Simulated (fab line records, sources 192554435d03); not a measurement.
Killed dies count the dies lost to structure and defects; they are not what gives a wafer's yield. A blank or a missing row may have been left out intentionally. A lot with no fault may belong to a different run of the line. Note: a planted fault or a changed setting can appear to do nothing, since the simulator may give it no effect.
fab line records	flow n5_finfet
record lots=6	wafers=17	last_day=18
route steps=1938 shown MOL_CONTACT_COAG@574 BEOL_M4@1111 PASSIVATION@1936
lots that met no fault: taken from a fault-free run of the same line
start_h: hours from the record's first day to the start of the lot's first wafer shown	wait_h: hours from the lot's prior step to this one	" same as the row above	L1.1+2: a single row standing in for several wafers	- either no value or no given start	* or withheld: withheld	< > ~ a bound
route shown NAME@n: names a module that has steps shown in the file, with the first one's number in the route	usual: mean and standard deviation over wafers with no fault	same: alike in all rows	chamber/n: place in a boat	sites: readings site by site	_std_site: the values' standard deviation	_edge_site: outer sites' mean less inner sites'	radius_mm: for every site, how far away it sits from the centre of the wafer	mask NAME#n: copy n	behind: the tool/chamber that last shaped the wafer	hold: why the lot was held/for how many hours/how that ended	device: which transistor (n, p or np) failed to switch	end of line: tests of these same wafers at the route's end	a step given without rows: its recipe and nothing more	killed: the dies lost at the first sort to structure and to defects; this is not the yield of the wafer	map: the dies of a wafer, with x for killed, . for not killed, _ for no die there
set.NAME: the setting the step ran with; set.NAME@STEP: the setting that earlier step ran with	model.NAME: the simulator's own value behind a step, which no gauge read
lots at some steps of the route; a table a step, a row a wafer
services: the hour from which a tool's chamber was out of use, counted from the record's first day as start_h (under 0 if before that day), plus the number of hours and why
## steps
# step N5_MOL_CONTACT_COAG_OVL_MEAS_85
# recipe points_per_wafer=522
# usual VG_OVL=-0.2/0.7
lot.wafer	tool	chamber	start_h	wait_h	VG_OVL[nm]
L172.3	overlay-02	0	141.83	0.0	-0.9
L172.5	"	0	"	"	-1.4
L173.1	overlay-01	0	142.77	0.0	-1.0
L173.5	"	0	"	"	0.3
L173.6	"	0	"	"	-1.1
L174.3	overlay-01	0	147.91	0.0	0.6
L174.5	"	0	"	"	0.7
L174.6	"	0	"	"	0.5
L186.1	overlay-01	0	218.24	0.0	-0.7
L186.3	"	0	"	"	-0.5
L186.6	"	0	"	"	0.0
L187.2	overlay-01	0	224.37	0.0	-0.6
L187.4	"	0	"	"	0.4
L187.5	"	0	"	"	-0.7
L189.1	overlay-02	0	236.49	0.0	-0.5
L189.3	"	0	"	"	0.4
L189.5	"	0	"	"	0.1
# step N5_MOL_CONTACT_COAG_INSPECT_57
# recipe mode=adi	inspect_instrument=brightfield
# usual raw_defect_count=191/53
lot.wafer	tool	chamber	start_h	wait_h	raw_defect_count
L172.3	defect_inspect-02	-	141.88	0.0	154
L172.5	"	-	"	"	220
L173.1	defect_inspect-02	-	142.83	0.1	352
L173.5	"	-	"	"	278
L173.6	"	-	"	"	185
L174.3	defect_inspect-01	-	147.96	0.0	121
L174.5	"	-	"	"	197
L174.6	"	-	"	"	241
L186.1	defect_inspect-02	-	218.30	0.1	156
L186.3	"	-	"	"	154
L186.6	"	-	"	"	159
L187.2	defect_inspect-02	-	224.43	0.0	202
L187.4	"	-	"	"	145
L187.5	"	-	"	"	213
L189.1	defect_inspect-01	-	236.55	0.1	272
L189.3	"	-	"	"	159
L189.5	"	-	"	"	239
# step N5_MOL_CONTACT_COAG_DESCUM_88
# recipe chemistry=O2	time_s=7	source_power_w=50	bias_power_w=20	pressure_mtorr=20	rf_frequency_hz=2.712e+07	temp_c=40	resist=CAR-EUV	o2_flow_sccm=225
# usual drypump_motor_current_A=5.8/0.44	oes_product_au=0.80/0.067	rf_vpp_V=243.3/1.1	showerhead_plenum_p_Torr=2.11/0.057	throttle_valve_pct=20.52/0.21
lot.wafer	tool	chamber	start_h	wait_h	drypump_motor_current_A	oes_product_au	rf_hours_counter_h	rf_vpp_V	showerhead_plenum_p_Torr	throttle_valve_pct
L172.3	rie_diel-05	1	141.95	0.1	5.7	0.76	163	242.9	2.11	20.68
L172.5	"	2	"	"	5.3	0.89	-	242.8	2.14	20.44
L173.1	rie_diel-01	0	143.13	0.3	5.1	0.78	110	244.1	2.10	20.36
L173.5	"	0	"	"	5.1	0.78	-	242.3	2.10	20.36
L173.6	"	3	"	"	6.1	0.91	-	243.3	2.14	20.18
L174.3	rie_diel-05	3	147.99	0.0	6.3	0.81	109	243.8	2.09	20.25
L174.5	"	2	"	"	5.3	0.88	-	243.2	2.14	20.46
L174.6	"	3	"	"	6.3	0.81	-	244.7	2.09	20.25
L186.1	rie_diel-02	3	218.34	0.0	5.4	0.73	180	243.2	2.06	20.49
L186.3	"	0	"	"	5.9	0.86	66	243.9	2.14	20.52
L186.6	"	3	"	"	5.4	0.73	-	241.8	2.06	20.48
L187.2	rie_diel-01	3	224.57	0.1	6.1	0.86	69	243.3	2.13	20.26
L187.4	"	3	"	"	6.1	0.86	-	244.0	2.13	20.25
L187.5	"	0	"	"	5.1	0.75	-	243.7	2.09	20.40
L189.1	rie_diel-01	3	236.58	0.0	6.1	0.86	76	243.4	2.13	20.26
L189.3	"	0	"	"	5.1	0.75	146	242.5	2.09	20.43
L189.5	"	3	"	"	6.1	0.85	-	243.3	2.13	20.26
# step N5_MOL_CONTACT_COAG_ETCH_89
# recipe chemistry=N2/H2	target=underlayer	target_depth_a=130	mask_material=CAR-EUV	time_s=10.4	ion_energy_ev=200	pressure_mtorr=30	source_w=840	bias_w=150	n2_flow_sccm=200	h2_flow_sccm=200	ends=cleared
# step N5_MOL_CONTACT_COAG_ETCH_90
# recipe chemistry=CF4	target=SiARC	target_depth_a=130	mask_material=CAR-EUV	time_s=21.7	ion_energy_ev=80	pressure_mtorr=40	source_w=545	bias_w=36	Ar_flow_sccm=100	cf4_flow_sccm=100	ends=cleared
# usual drypump_motor_current_A=5.8/0.44	etch_rf_on_time_s=21.6/0.37	oes_product_au=0.68/0.052	rf_vpp_V=184.2/0.98	showerhead_plenum_p_Torr=2.16/0.052	throttle_valve_pct=15.69/0.19
lot.wafer	tool	chamber	start_h	wait_h	drypump_motor_current_A	etch_rf_on_time_s	oes_product_au	rf_hours_counter_h	rf_vpp_V	showerhead_plenum_p_Torr	throttle_valve_pct
L172.3	rie_diel-05	1	142.01	0.0	5.7	22.0	0.64	163	184.0	2.15	15.74
L172.5	"	2	"	"	5.3	21.6	0.74	-	183.9	2.17	15.50
L173.1	rie_diel-01	0	143.18	0.0	5.1	21.4	0.67	111	184.1	2.15	15.59
L173.5	"	0	"	"	5.1	21.7	0.65	-	185.0	2.15	15.57
L173.6	"	3	"	"	6.1	21.7	0.76	-	184.3	2.19	15.29
L174.3	rie_diel-05	3	148.05	0.0	6.3	21.8	0.68	109	184.0	2.17	15.70
L174.5	"	2	"	"	5.3	21.5	0.74	-	184.3	2.17	15.51
L174.6	"	3	"	"	6.3	21.7	0.68	-	184.4	2.17	15.70
L186.1	rie_diel-02	3	218.39	0.0	5.4	20.6	0.63	180	185.0	2.13	15.84
L186.3	"	0	"	"	5.9	22.0	0.72	66	184.7	2.18	15.65
L186.6	"	3	"	"	5.4	20.7	0.63	-	184.7	2.13	15.83
L187.2	rie_diel-01	3	224.62	0.0	6.1	21.6	0.73	69	185.3	2.18	15.35
L187.4	"	3	"	"	6.1	21.8	0.72	-	184.6	2.18	15.36
L187.5	"	0	"	"	5.1	21.6	0.65	-	183.1	2.14	15.62
L189.1	rie_diel-01	3	236.64	0.0	6.1	22.1	0.71	76	183.8	2.18	15.37
L189.3	"	0	"	"	5.1	21.7	0.63	146	182.7	2.14	15.62
L189.5	"	3	"	"	6.1	22.1	0.71	-	183.8	2.17	15.36
# step N5_MOL_CONTACT_COAG_ALD_131
# recipe material=SiO2	target_thk_a=50	temp_c=100	ald_precursor_family=BDEAS	ald_co_reactant=O2-plasma	pulse_time_s=1	co_reactant_pulse_time_s=1	purge_time_s=2	co_reactant_purge_time_s=2	ald_cycles=35	pressure_torr=2
# usual heater_power_outer_w=42/3.7	heater_power_w=82/6.7	precursor_pulse_height_rel=1.000/0.021
lot.wafer	tool	chamber	start_h	wait_h	heater_power_outer_w	heater_power_w	precursor_pulse_height_rel
L172.3	ald_sin-03	3	142.09	0.1	45	86	0.968
L172.5	"	3	"	"	44	82	1.019
L173.1	ald_sin-02	3	143.26	0.1	39	74	1.004
L173.5	"	0	"	"	46	80	0.970
L173.6	"	1	"	"	40	83	1.016
L174.3	ald_sin-02	1	148.73	0.7	43	85	0.976
L174.5	"	3	"	"	39	74	0.973
L174.6	"	2	"	"	36	72	1.009
L186.1	ald_sin-01	2	218.47	0.1	37	79	1.000
L186.3	"	1	"	"	34	74	0.990
L186.6	"	2	"	"	38	79	1.001
L187.2	ald_sin-02	1	224.70	0.1	42	83	1.016
L187.4	"	2	"	"	37	71	0.993
L187.5	"	2	"	"	38	71	0.996
L189.1	ald_sin-03	0	236.72	0.1	42	80	0.948
L189.3	"	2	"	"	44	92	1.008
L189.5	"	0	"	"	41	81	1.015
# step N5_MOL_CONTACT_COAG_ETCHBACK_132
# recipe chemistry=CHF3	target=SiO2	target_depth_a=100	time_s=6.7	ion_energy_ev=200	pressure_mtorr=30	source_w=610	bias_w=170	Ar_flow_sccm=200	CHF3_flow_sccm=50
# step N5_MOL_CONTACT_COAG_ETCH_91
# recipe chemistry=N2/H2	target=SOC	target_depth_a=600	overetch_a=210	mask_material=SiARC	temp_c=40	time_s=101.2	ion_energy_ev=200	pressure_mtorr=30	source_w=840	bias_w=150	n2_flow_sccm=200	h2_flow_sccm=200
# usual drypump_motor_current_A=5.8/0.43	oes_product_au=0.66/0.054	rf_vpp_V=524.6/2	showerhead_plenum_p_Torr=2.57/0.066	throttle_valve_pct=17.90/0.19
lot.wafer	tool	chamber	start_h	wait_h	drypump_motor_current_A	oes_product_au	rf_hours_counter_h	rf_vpp_V	showerhead_plenum_p_Torr	throttle_valve_pct
L172.3	rie_diel-02	1	142.41	0.0	6.3	0.60	213	522.5	2.52	18.03
L172.5	"	0	"	"	5.9	0.74	-	525.0	2.59	17.70
L173.1	rie_diel-05	2	143.48	0.0	5.3	0.73	50	525.1	2.58	17.65
L173.5	"	2	"	"	5.3	0.72	-	527.0	2.58	17.64
L173.6	"	3	"	"	6.3	0.67	-	523.3	2.57	17.83
L174.3	rie_diel-02	0	149.02	0.0	5.9	0.74	43	525.3	2.59	17.71
L174.5	"	3	"	"	5.4	0.63	-	524.0	2.55	18.16
L174.6	"	0	"	"	5.9	0.73	-	524.2	2.59	17.71
L186.1	rie_diel-02	0	218.68	0.0	5.9	0.71	66	524.2	2.58	17.74
L186.3	"	3	"	"	5.4	0.60	180	523.4	2.54	18.18
L186.6	"	3	"	"	5.4	0.60	-	523.9	2.54	18.19
L187.2	rie_diel-02	2	224.91	0.0	6.3	0.71	38	528.3	2.71	17.80
L187.4	"	0	"	"	5.9	0.70	68	525.3	2.57	17.75
L187.5	"	3	"	"	5.4	0.60	-	523.4	2.54	18.20
L189.1	rie_diel-05	3	236.94	0.0	6.4	0.64	142	523.6	2.56	17.88
L189.3	"	1	"	"	5.7	0.62	197	522.7	2.51	17.81
L189.5	"	2	"	"	5.3	0.69	-	525.5	2.56	17.70
# step N5_MOL_CONTACT_COAG_STRIP_92
# recipe chemistry=N2/H2	temp_c=40	n2_flow_sccm=200	h2_flow_sccm=200	rf_frequency_hz=6e+07
# step N5_MOL_CONTACT_COAG_STRIP_93
# recipe chemistry=N2/H2	temp_c=40	n2_flow_sccm=200	h2_flow_sccm=200	rf_frequency_hz=6e+07
# step N5_MOL_CONTACT_COAG_ETCHBACK_135
# recipe chemistry=CHF3	target=SiO2	target_depth_a=250	time_s=16.7	ion_energy_ev=200	pressure_mtorr=30	source_w=610	bias_w=170	Ar_flow_sccm=200	CHF3_flow_sccm=50
# usual drypump_motor_current_A=5.8/0.43	oes_product_au=0.80/0.067	rf_vpp_V=525/7.7	showerhead_plenum_p_Torr=2.41/0.061	throttle_valve_pct=18.84/0.15
lot.wafer	tool	chamber	start_h	wait_h	drypump_motor_current_A	oes_product_au	rf_hours_counter_h	rf_vpp_V	showerhead_plenum_p_Torr	throttle_valve_pct
L172.3	rie_diel-02	1	142.50	0.0	6.3	0.72	213	516	2.36	19.00
L172.5	"	0	"	"	5.9	0.87	-	532	2.44	18.80
L173.1	rie_diel-05	2	143.57	0.0	5.3	0.88	50	530	2.43	18.68
L173.5	"	2	"	"	5.3	0.88	-	531	2.43	18.71
L173.6	"	3	"	"	6.3	0.81	-	524	2.40	18.74
L174.3	rie_diel-02	0	149.11	0.0	5.9	0.88	43	532	2.44	18.79
L174.5	"	3	"	"	5.4	0.75	-	513	2.37	18.90
L174.6	"	0	"	"	5.9	0.88	-	531	2.44	18.78
L186.1	rie_diel-02	0	218.77	0.0	5.9	0.84	66	532	2.43	18.82
L186.3	"	3	"	"	5.4	0.73	180	512	2.37	18.92
L186.6	"	3	"	"	5.4	0.73	-	512	2.36	18.95
L187.2	rie_diel-02	2	225.00	0.0	6.3	0.86	38	524	2.53	18.67
L187.4	"	0	"	"	5.9	0.84	68	531	2.43	18.82
L187.5	"	3	"	"	5.4	0.73	-	514	2.36	18.93
L189.1	rie_diel-05	3	237.03	0.0	6.3	0.77	142	525	2.38	18.77
L189.3	"	1	"	"	5.7	0.72	197	534	2.37	18.90
L189.5	"	2	"	"	5.3	0.83	-	528	2.41	18.75
# step N5_MOL_CONTACT_COAG_STRIP_118
# recipe chemistry=CHF3	resist=SiARC	rf_frequency_hz=6e+07
# step N5_MOL_CONTACT_COAG_VIA_ETCH_46
# recipe chemistry=C4F6/O2	target_depth_a=460	overetch_a=92	mask_material=SOC	target=SiO2	bias_w=455	pressure_mtorr=10	time_s=40	source_w=325	Ar_flow_sccm=300	C4F6_flow_sccm=10	O2_flow_sccm=10	ion_energy_ev=575.3	ends=end_point
# usual drypump_motor_current_A=5.8/0.43	oes_product_au=0.71/0.059	rf_vpp_V=1591/22	showerhead_plenum_p_Torr=2.88/0.071	throttle_valve_pct=41.1/0.32
lot.wafer	tool	chamber	start_h	wait_h	drypump_motor_current_A	oes_product_au	rf_hours_counter_h	rf_vpp_V	showerhead_plenum_p_Torr	throttle_valve_pct	model.SOC_of_MOL_CONTACT_COAG_COAT_75.thk_nm
L172.3	rie_diel-02	1	142.54	0.0	6.3	0.63	213	1561	2.82	41.0	50.8
L172.5	"	0	"	"	5.9	0.78	-	1607	2.92	41.0	50.6
L173.1	rie_diel-05	2	143.60	0.0	5.3	0.78	50	1604	2.89	40.8	50.6
L173.5	"	2	"	"	5.3	0.77	-	1602	2.89	40.8	50.6
L173.6	"	3	"	"	6.3	0.72	-	1591	2.86	40.3	50.8
L174.3	rie_diel-02	0	149.14	0.0	5.9	0.76	43	1607	2.91	41.0	51
L174.5	"	3	"	"	5.4	0.65	-	1555	2.83	41.1	51.2
L174.6	"	0	"	"	5.9	0.78	-	1608	2.91	41.0	50.8
L186.1	rie_diel-02	0	218.81	0.0	5.9	0.75	66	1604	2.90	41.0	51.2
L186.3	"	3	"	"	5.4	0.65	180	1554	2.82	41.1	50.6
L186.6	"	3	"	"	5.4	0.64	-	1555	2.82	41.1	51.4
L187.2	rie_diel-02	2	225.04	0.0	6.3	0.76	38	1586	3.02	41.3	50.4
L187.4	"	0	"	"	5.9	0.76	68	1605	2.90	41.0	50.4
L187.5	"	3	"	"	5.4	0.64	-	1554	2.82	41.1	51.2
L189.1	rie_diel-05	3	237.06	0.0	6.4	0.69	142	1590	2.84	40.3	50.6
L189.3	"	1	"	"	5.7	0.65	197	1614	2.84	41.2	50.6
L189.5	"	2	"	"	5.3	0.74	-	1600	2.88	40.9	50.4
# step N5_MOL_CONTACT_COAG_STRIP_96
# recipe chemistry=N2/H2	power_w=500	temp_c=40	pressure_mtorr=50	rf_frequency_hz=6e+07	overash_fraction=0.3	bias_power_w=28	h2_frac=0.5	n2_flow_sccm=300	h2_flow_sccm=300
# step N5_BEOL_M4_RC_MEAS_101
# usual DIBL_N=36.3/1.7	DIBL_P=36.0/1.9	IOFF_N=0.156/0.028	IOFF_P=0.21/0.036	ION_N=675/11	ION_P=463/7.8	SS_N=71.6/0.59	SS_P=73.2/0.63	VT_N=250/3.1	VT_P=-251/3.4
lot.wafer	tool	chamber	start_h	wait_h	DIBL_N[mV/V]	DIBL_P[mV/V]	IOFF_N[nA/um]	IOFF_P[nA/um]	ION_N[uA/um]	ION_P[uA/um]	SS_N[mV/dec]	SS_P[mV/dec]	VT_N[mV]	VT_P[mV]
L172.3	prober-01	0	204.65	0.3	36.5	35.9	0.151	0.19	671	456	71.3	72.3	253	-251
L172.5	"	0	"	"	35.8	34.9	0.156	0.18	669	457	71.3	72.4	249	-252
L174.3	prober-02	0	204.98	0.3	36.6	37.1	0.172	0.22	694	474	71.5	73.4	248	-250
L174.5	"	0	"	"	35.8	34.4	0.153	0.18	661	454	72.0	72.6	247	-251
L174.6	"	0	"	"	34.4	34.1	0.126	0.17	668	454	71.3	73.1	252	-255
L173.1	prober-01	0	210.38	0.0	35.3	33.3	0.125	0.17	649	447	72.1	73.0	256	-252
L173.5	"	0	"	"	35.6	35.3	0.138	0.20	669	467	71.2	73.0	250	-248
L173.6	"	0	"	"	35.7	35.2	0.143	0.19	672	464	70.7	73.3	252	-251
L186.1	prober-02	0	298.84	0.0	37.3	36.0	0.163	0.22	689	471	72.2	73.0	245	-244
L186.3	"	0	"	"	38.2	36.4	0.174	0.22	690	472	72.4	73.1	249	-248
L186.6	"	0	"	"	36.4	34.6	0.144	0.20	679	469	72.0	73.1	249	-250
L187.2	prober-01	0	298.89	0.2	35.6	33.2	0.121	0.18	673	459	71.5	72.8	254	-252
L187.4	"	0	"	"	36.3	36.1	0.139	0.22	681	472	71.4	72.8	254	-248
L187.5	"	0	"	"	38.0	37.4	0.165	0.24	673	470	71.2	73.8	251	-249
L189.1	prober-01	0	320.07	0.0	39.5	37.7	0.194	0.27	682	475	71.8	74.2	247	-243
L189.3	"	0	"	"	38.9	37.6	0.184	0.26	681	471	71.8	73.9	247	-244
L189.5	"	0	"	"	37.0	35.2	0.149	0.22	663	461	71.9	72.4	250	-247
# step N5_PASSIVATION_PROBE_49
# usual defect_limited_yield=91.5/1.5	killed_at_M0_to_M3=30/11	killed_at_M4_up=13/4.9	killed_at_contacts=14/6.5	killed_at_front_end=40/11	killed_at_other=3.3/2.7	killed_dies=100/18	killed_open=67/14	killed_short=32/7.8	sort_bin_5_function=5.0/0.97	sort_bin_6_memory=3.2/0.75	sort_n_pass=1080/18	sort_yield_pct=91.5/1.5
# same gross_dies=1180	killed_at_back_side=0	sort_bin_4_leakage[%]=0	sort_bin_8_speed[%]=0
lot.wafer	tool	chamber	start_h	wait_h	defect_limited_yield[%]	killed_at_M0_to_M3	killed_at_M4_up	killed_at_contacts	killed_at_front_end	killed_at_other	killed_dies	killed_open	killed_short	sort_bin_5_function[%]	sort_bin_6_memory[%]	sort_n_pass	sort_yield_pct[%]
L174.3	prober-01	-	308.58	0.1	89.6	39	19	9	51	5	123	81	42	5.8	4.5	1057	89.6
L174.5	prober-01	-	308.68	0.2	92.1	28	10	13	41	1	93	63	30	5.4	2.0	1087	92.1
L174.6	prober-01	-	308.73	0.3	90.8	40	16	14	34	5	109	74	35	5.5	3.5	1071	90.8
L173.6	prober-01	-	316.39	0.3	90.8	30	12	14	49	3	108	83	25	5.6	3.3	1072	90.8
L172.3	prober-02	-	316.29	0.1	91.3	46	8	14	30	5	103	67	35	5.0	3.6	1077	91.3
L172.5	prober-02	-	316.39	0.2	90.1	35	11	26	40	5	117	80	36	6.0	3.6	1063	90.1
L186.3	prober-02	-	399.68	0.1	89.0	40	16	8	65	1	130	80	44	6.4	3.6	1050	89.0
L186.6	prober-02	-	399.83	0.3	94.0	19	10	8	33	1	71	52	17	4.2	1.4	1109	94.0
# killed by level:class
L174.3 FIN_SAQP:geometric_particle:short=14 DUMMY_GATE:geometric_particle:open=13 BEOL_M3:geometric_particle:open=12 BEOL_M2:geometric_particle:open=10 BEOL_M4:geometric_particle:open=9 MOL_CONTACT_COAG:geometric_particle:open=6 FIN_SAQP:geometric_particle:open=5 BEOL_M0_SAQP:geometric_particle:open=5
L174.5 MOL_CONTACT_COAG:geometric_particle:open=11 BEOL_M3:geometric_particle:open=8 FIN_SAQP:geometric_particle:short=7 FIN_SAQP:geometric_particle:open=6 DUMMY_GATE:geometric_particle:open=6 BEOL_M0_SAQP:geometric_particle:short=6 STI_FIN_REVEAL:geometric_particle:open=4 DUMMY_GATE:geometric_particle:short=4
L174.6 MOL_CONTACT_COAG:geometric_particle:open=12 BEOL_M2:geometric_particle:open=11 BEOL_M3:geometric_particle:open=8 FIN_SAQP:geometric_particle:short=7 BEOL_M4:geometric_particle:open=6 BEOL_M0_SAQP:geometric_particle:open=5 BEOL_M0_SAQP:geometric_particle:short=5 FIN_SAQP:geometric_particle:open=4
L172.3 MOL_CONTACT_COAG:geometric_particle:open=11 BEOL_M0_SAQP:geometric_particle:open=11 BEOL_M3:geometric_particle:open=10 FIN_SAQP:geometric_particle:short=9 BEOL_M2:geometric_particle:open=9 BEOL_M0_SAQP:geometric_particle:short=7 FIN_SAQP:geometric_particle:open=6 BEOL_M1:geometric_particle:open=5
L172.5 MOL_CONTACT_COAG:geometric_particle:open=20 FIN_SAQP:geometric_particle:open=12 BEOL_M2:geometric_particle:open=9 BEOL_M0_SAQP:geometric_particle:short=9 BEOL_M3:geometric_particle:open=8 STI_FIN_REVEAL:geometric_particle:open=6 GATE_CUT:geometric_particle:short=6 MOL_CONTACT_COAG:geometric_particle:short=6
L173.6 FIN_SAQP:geometric_particle:open=15 MOL_CONTACT_COAG:geometric_particle:open=11 STI_FIN_REVEAL:geometric_particle:open=7 BEOL_M0:geometric_particle:open=7 BEOL_M1:geometric_particle:open=7 FIN_SAQP:geometric_particle:short=6 DUMMY_GATE:geometric_particle:open=6 GATE_CUT:geometric_particle:open=4
L186.3 FIN_SAQP:geometric_particle:open=31 BEOL_M0_SAQP:geometric_particle:open=15 BEOL_M0_SAQP:geometric_particle:short=14 FIN_SAQP:geometric_particle:short=11 BEOL_M4:geometric_particle:open=9 MOL_CONTACT_COAG:geometric_particle:open=7 HKMG_FIN:area_etch=6 STI_FIN_REVEAL:geometric_particle:open=4
L186.6 FIN_SAQP:geometric_particle:open=10 MOL_CONTACT_COAG:geometric_particle:open=8 STI_FIN_REVEAL:geometric_particle:open=6 BEOL_M0_SAQP:geometric_particle:open=4 FIN_SAQP:geometric_particle:short=3 DUMMY_GATE:geometric_particle:open=3 ILD0:geometric_particle:open=3 BEOL_M0_SAQP:geometric_particle:short=3
## services
tool	chamber	start_h	hours	kind
rie_diel-02	-	130.52	2.8	pm
ald_sin-02	0	134.15	1.8	repair
rie_diel-05	1	146.48	2.7	repair
ald_sin-01	1	146.65	5.5	repair
rie_diel-01	0	150.88	2.4	repair
rie_diel-02	3	176.47	6.5	repair
rie_diel-05	2	179.93	8.2	repair
ald_sin-03	1	184.49	81.6	repair
ald_sin-02	1	187.99	2.4	repair
ald_sin-02	2	210.47	2.6	repair
rie_diel-02	1	215.45	4.4	repair
rie_diel-01	1	220.56	-	clean
rie_diel-01	1	220.56	-	consumable_replace:focus_ring
rie_diel-01	1	220.56	19.1	scheduled_down
rie_diel-01	1	220.56	19.1	vent_cycle
rie_diel-01	-	223.56	0.1	repair
ald_sin-02	-	234.60	0.8	repair
## key
first_sign none at tools or gauges
model_effect step=N5_MOL_CONTACT_COAG_VIA_ETCH_46	value=SOC_of_MOL_CONTACT_COAG_COAT_75.thk_nm	without=50.67	struck=51.27
met_at N5_MOL_CONTACT_COAG_VIA_ETCH_46
struck_wafers L186.1,L186.6,L187.5
onset_between 149.14 218.81
fault kind=process_parameter_drift	tool=rie_diel-02	chamber=-	onset_h=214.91	steps=N5_MOL_CONTACT_COAG_VIA_ETCH_46	channel=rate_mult	offset=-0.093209	shape=step	end_h=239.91	scope=struck_wafers_only
